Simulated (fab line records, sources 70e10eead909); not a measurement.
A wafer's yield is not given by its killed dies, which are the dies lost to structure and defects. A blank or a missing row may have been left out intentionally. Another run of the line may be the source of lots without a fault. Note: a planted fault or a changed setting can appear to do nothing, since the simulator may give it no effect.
A lot that was struck, set against a sound lot | flow nandHarc | 41 out of 1159 route steps
Sound: wafers L406.3, L406.5, L406.6. Struck: wafers L397.3, L397.5. (L397.2 of the same lot was not struck and is left out.) The cause comes at the end.
For every step that has rows: the tool of each side, followed by ch and its chambers, followed by its first start. Under that, the readings that differ: sound wafers | struck wafers | difference of the means | sigmas: that difference in standard deviations of wafers without a fault.
alike: readings whose means differ by less than 2 such deviations, and words and numbers that are the same on both sides. not compared: withheld readings, readings that some wafer has no value for, bounds like >300 that may hide the same value, and numbers for which the record gives no deviation and whose values overlap.
The two part at a step that has a row with sigmas, a row that says differs or no value, or rows on one side only. Numbers that don't overlap but have no deviation are shown without sigmas and don't part them. A reading that every wafer of one side lacks parts them only if that side has two wafers or more.

first, 4 steps without rows for these wafers: NHARC_A_CONTACT_EBR_04; NHARC_A_CONTACT_EXPOSE_05 (exposes mask A CC); NHARC_A_CONTACT_PEB_06 (peb time 65 s); NHARC_A_CONTACT_DEVELOP_07 (develop time 35 s).
NHARC_A_CONTACT_CD_MEAS_08: the cd target is 100 nm.
  sound on cdSem-03 ch 0, day 19 23:51; struck on cdSem-03 ch 0, day 18 00:31
  alike: cdNm
NHARC_A_CONTACT_OVL_MEAS_09:
  struck on overlay-01, day 18 00:35; sound on overlay-02, day 19 23:56
  alike: overlayXNm, overlayYNm
NHARC_A_CONTACT_INSPECT_10:
  struck on defectInspect-02, day 18 00:38; sound on defectInspect-01, day 19 23:58
  alike: rawDefectCount
NHARC_A_CONTACT_DESCUM_13: chemistry O2, time 3 s.
  sound on rieDiel-04 ch 0,1, day 20 00:02; struck on rieDiel-10 ch 0, day 18 00:41
  alike: drypumpMotorCurrentA, oesProductAu, rfVppV, showerheadPlenumPTorr, throttleValvePct
  not compared: rfHoursCounterH
then, 1 step without rows for these wafers: NHARC_A_CONTACT_ETCH_88 (etches the open film in CF4, target depth 39 nm, time 65 s).
NHARC_A_CONTACT_ETCH_89: etches the open film in N2/H2, target depth 260 nm, time 475.3 s.
  sound: rieDiel-04 ch 0,1,2; struck: rieDiel-10 ch 0,2
reading              | sound                | struck        | difference | sigmas
throttleValvePct (%) | 14.171 14.172 14.182 | 14.166 14.151 | -0.017     | -2
  alike: drypumpMotorCurrentA, oesProductAu, rfVppV, showerheadPlenumPTorr
  not compared: rfHoursCounterH
then, 2 steps without rows for these wafers: NHARC_A_CONTACT_ETCH_30 (etches the open film in CF4/CHF3, target depth 60.5 nm, time 30.2 s); NHARC_A_CONTACT_ETCH_31 (etches the open film in O2/COS, target depth 2000 nm, time 520 s).
NHARC_A_CONTACT_ETCH_134: etches the open film in C4F8/O2/Ar, time 140 s, target depth 700 nm.
  sound on harCapEtch-03 ch 0,1, day 20 01:12; struck on harCapEtch-02 ch 1, day 18 01:46
  not compared: rfHoursCounterH
NHARC_A_CONTACT_ETCH_135: etches the open film in C4F8/O2/Ar, time 132 s, target depth 1287 nm.
  sound on harCapEtch-03 ch 0,1, day 20 01:22; struck on harCapEtch-02 ch 1, day 18 01:57
  not compared: rfHoursCounterH
then, 4 steps without rows for these wafers: NHARC_A_CONTACT_ETCH_136 (etches the open film in C4F8/O2/Ar, time 132 s, target depth 1287 nm); NHARC_A_CONTACT_ETCH_137 (etches the open film in C4F8/O2/Ar, time 132 s, target depth 1287 nm); NHARC_A_CONTACT_ETCH_138 (etches the open film in C4F8/O2/Ar, time 132 s, target depth 1289 nm); NHARC_A_CONTACT_ETCH_139 (etches the open film in C4F8/O2/Ar, time 137 s, target depth 590 nm).
NHARC_A_CONTACT_ETCH_92: etches the open film in CH3F/O2, target depth 40 nm, time 85.7 s.
  sound on rieDiel-10 ch 0,2,3, day 20 02:15; struck on rieDiel-04 ch 0,3, day 18 02:50
  alike: drypumpMotorCurrentA, oesProductAu, rfVppV, showerheadPlenumPTorr, throttleValvePct
  not compared: rfHoursCounterH
then, 1 step without rows for these wafers: NHARC_A_CONTACT_ETCH_98 (etches the open film in C4F6/O2, target depth 20 nm, time 10 s).
NHARC_A_CONTACT_CD_MEAS_15:
  struck on cdSem-02, day 18 03:03; sound on cdSem-03, day 20 02:26
  alike: cdNm
then, 7 steps without rows for these wafers: NHARC_A_CONTACT_STRIP_107 (strips in N2/H2); NHARC_A_CONTACT_STRIP_108 (strips in CF4/CHF3); NHARC_A_CONTACT_STRIP_109 (strips in O2/COS); NHARC_A_CONTACT_ETCH_110 (etches the open film in CF4/O2, target depth 50 nm, overetch 5 nm, time 27.5 s); NHARC_A_CONTACT_STRIP_26 (strips in O2); NHARC_A_CONTACT_STRIP_27 (strips in post etch residue remover, time 600 s); NHARC_A_CONTACT_ALD_18 (deposits TiN, target thk 3 nm, pulse time 1 s, ald cycles 150).
NHARC_A_CONTACT_CVD_19: deposits W, target thk 300 nm, time 802 s.
  sound: cvdW-02 ch 0; struck: cvdW-01 ch 0
  alike: heaterPowerW, susceptorTempC, throttleValvePct
then, 11 steps without rows for these wafers: NHARC_A_CONTACT_CMP_20 (polishes, t overpolish 30 s, target thk 300 nm); NHARC_A_CONTACT_SRD_22; NHARC_A_BLC_DEHYDRATE_00 (time 120 s); NHARC_A_BLC_HMDS_01 (time 30 s); NHARC_A_BLC_COAT_02 (time 75 s); NHARC_A_BLC_COAT_03 (time 65 s); NHARC_A_BLC_COAT_04 (resist thk 90 nm); NHARC_A_BLC_SOFTBAKE_05 (time 55 s); NHARC_A_BLC_EBR_06; NHARC_A_BLC_EXPOSE_07 (exposes mask A BLC, target cd 100 nm); NHARC_A_BLC_PEB_08 (peb time 65 s).
-- jump in the record: it breaks off in module A_BLC and resumes in module END (first step shown: number 1159 of the route), and 3 days separate the struck wafers' starts before and after --
NHARC_END_SORT_01:
  the record has rows for the struck wafers here (prober-01 ch 0, day 20 22:40) and none for the sound ones

WHERE THEY PART
Last at NHARC_END_SORT_01 as far as this record goes, first at NHARC_A_CONTACT_ETCH_89.

WHY: what the simulator had put in
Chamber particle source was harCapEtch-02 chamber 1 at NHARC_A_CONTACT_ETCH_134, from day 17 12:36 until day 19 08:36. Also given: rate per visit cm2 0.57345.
